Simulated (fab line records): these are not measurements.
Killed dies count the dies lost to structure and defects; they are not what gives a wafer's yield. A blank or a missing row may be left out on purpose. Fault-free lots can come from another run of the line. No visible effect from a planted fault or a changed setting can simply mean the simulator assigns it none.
Tool commonality check | flow n5-finfet | Sample size 9 lots and 27 wafers

== REASON FOR OPENING ==
Flagged at N5_BEOL_M4_CD_MEAS_11: reading cd-nm, on 2 of 9 lots. Wafers without a fault read 16.83 nm, standard deviation 0.28.
Rule: a lot is flagged when every wafer of it that has a number lies more than 4 standard deviations from that mean, or none has a number. As for the other lots, they are considered sound.

lot  | measured     | on        | cd-nm (nm), wafer by wafer | flag
L685 | day 7 10:20  | cd-sem-01 | 16.85 17.32 16.98          |
L688 | day 8 02:02  | cd-sem-01 | 16.51 16.82 16.49          |
L689 | day 8 11:37  | cd-sem-03 | 16.72 16.96 16.84          |
L692 | day 9 00:53  | cd-sem-02 | 16.89 17.00 17.15          |
L694 | day 9 19:06  | cd-sem-03 | 5.04 4.43 5.40             | FLAGGED
L695 | day 9 20:04  | cd-sem-01 | 7.89 8.00 7.32             | FLAGGED
L699 | day 10 20:59 | cd-sem-01 | 17.02 16.48 16.56          |
L698 | day 10 22:24 | cd-sem-02 | 16.64 16.49 16.88          |
L701 | day 12 06:03 | cd-sem-02 | 16.71 16.95 16.70          |
The mean of the flagged lots' numbers is 6.35 nm, -10.48 nm from the usual (-37 standard deviations).

== TOOL THAT RAN EACH LOT ==
3 process steps preceding the reading are held in the record, out of 1938 steps in the route. Each cell gives the tool, then ch followed by the chambers the sampled wafers passed through, then the start.
lot  | flag    | N5_BEOL_M3_DEP_57               | N5_BEOL_M4_HM_DEP_02         | N5_BEOL_M4_EXPOSE_08
L685 |         | pecvd-02 ch 0,2, day 7 09:02    | pvd-sputter-01, day 7 09:56  | euv-scanner-02 ch 0, day 7 10:12
L688 |         | pecvd-02 ch 0,1, day 8 00:35    | pvd-sputter-01, day 8 01:37  | euv-scanner-02 ch 0, day 8 01:55
L689 |         | pecvd-04 ch 0,2, day 8 09:24    | pvd-sputter-01, day 8 11:05  | euv-scanner-01 ch 0, day 8 11:29
L692 |         | pecvd-02 ch 0,1,2, day 8 23:39  | pvd-sputter-03, day 9 00:21  | euv-scanner-02 ch 0, day 9 00:46
L694 | FLAGGED | pecvd-02 ch 0,1,2, day 9 16:13  | pvd-sputter-02, day 9 18:35  | euv-scanner-02 ch 0, day 9 18:58
L695 | FLAGGED | pecvd-04 ch 0,1, day 9 18:58    | pvd-sputter-01, day 9 19:40  | euv-scanner-02 ch 0, day 9 19:56
L699 |         | pecvd-01 ch 0,1,2, day 10 20:02 | pvd-sputter-02, day 10 20:28 | euv-scanner-01 ch 0, day 10 20:51
L698 |         | pecvd-01 ch 0,1,2, day 10 20:20 | pvd-sputter-03, day 10 22:00 | euv-scanner-01 ch 0, day 10 22:16
L701 |         | pecvd-02 ch 0,1,2, day 12 03:45 | pvd-sputter-01, day 12 05:32 | euv-scanner-01 ch 0, day 12 05:56
These steps, and what they do:
- N5_BEOL_M3_DEP_57: deposits SiCN from 3MS/NH3, target thk 8 nm, time 14 s.
- N5_BEOL_M4_HM_DEP_02: deposits TiN, target thk 20 nm.
- N5_BEOL_M4_EXPOSE_08: exposes mask M4.
- N5_BEOL_M4_CD_MEAS_11: target cd 16.79 nm.

== FLAGGED OVER TOTAL, TOOL BY TOOL (the gauges that took the reading come last) ==
step                  | tool           | lots run | flagged | share of the flagged lots | sound lots run after its first flagged lot
N5_BEOL_M3_DEP_57     | pecvd-01       | 2        | 0       | none                      | -
N5_BEOL_M3_DEP_57     | pecvd-02       | 5        | 1       | some                      | 1 (L701)
N5_BEOL_M3_DEP_57     | pecvd-04       | 2        | 1       | some                      | 0
N5_BEOL_M4_HM_DEP_02  | pvd-sputter-01 | 5        | 1       | some                      | 1 (L701)
N5_BEOL_M4_HM_DEP_02  | pvd-sputter-02 | 2        | 1       | some                      | 1 (L699)
N5_BEOL_M4_HM_DEP_02  | pvd-sputter-03 | 2        | 0       | none                      | -
N5_BEOL_M4_EXPOSE_08  | euv-scanner-01 | 4        | 0       | none                      | -
N5_BEOL_M4_EXPOSE_08  | euv-scanner-02 | 5        | 2       | all                       | 0
N5_BEOL_M4_CD_MEAS_11 | cd-sem-01      | 4        | 1       | some                      | 1 (L699)
N5_BEOL_M4_CD_MEAS_11 | cd-sem-02      | 3        | 0       | none                      | -
N5_BEOL_M4_CD_MEAS_11 | cd-sem-03      | 2        | 1       | some                      | 0

== THE TABLE: WHAT IT ALLOWS ==
In the table, 1 row covers all flagged lots: euv-scanner-02 at N5_BEOL_M4_EXPOSE_08.
- euv-scanner-02 at N5_BEOL_M4_EXPOSE_08: 2 of its 5 lots flagged. It ran its last sound lot, L692, at day 9 00:46 and its first flagged lot, L694, at day 9 18:58: a fault with its onset between the two fits. Its own readings lie more than 4 standard deviations out on every wafer of the flagged lots: exposure-dose-mJ-cm2.
One tool is left: euv-scanner-02 at N5_BEOL_M4_EXPOSE_08.

== WHAT HAD BEEN PUT IN BY THE SIMULATOR ==
Process parameters drifting: euv-scanner-02 at N5_BEOL_M4_EXPOSE_08, beginning at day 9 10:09. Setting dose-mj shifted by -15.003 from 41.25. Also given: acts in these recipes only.
Struck lots among those shown: L694, L695. Same finding as the rule above.
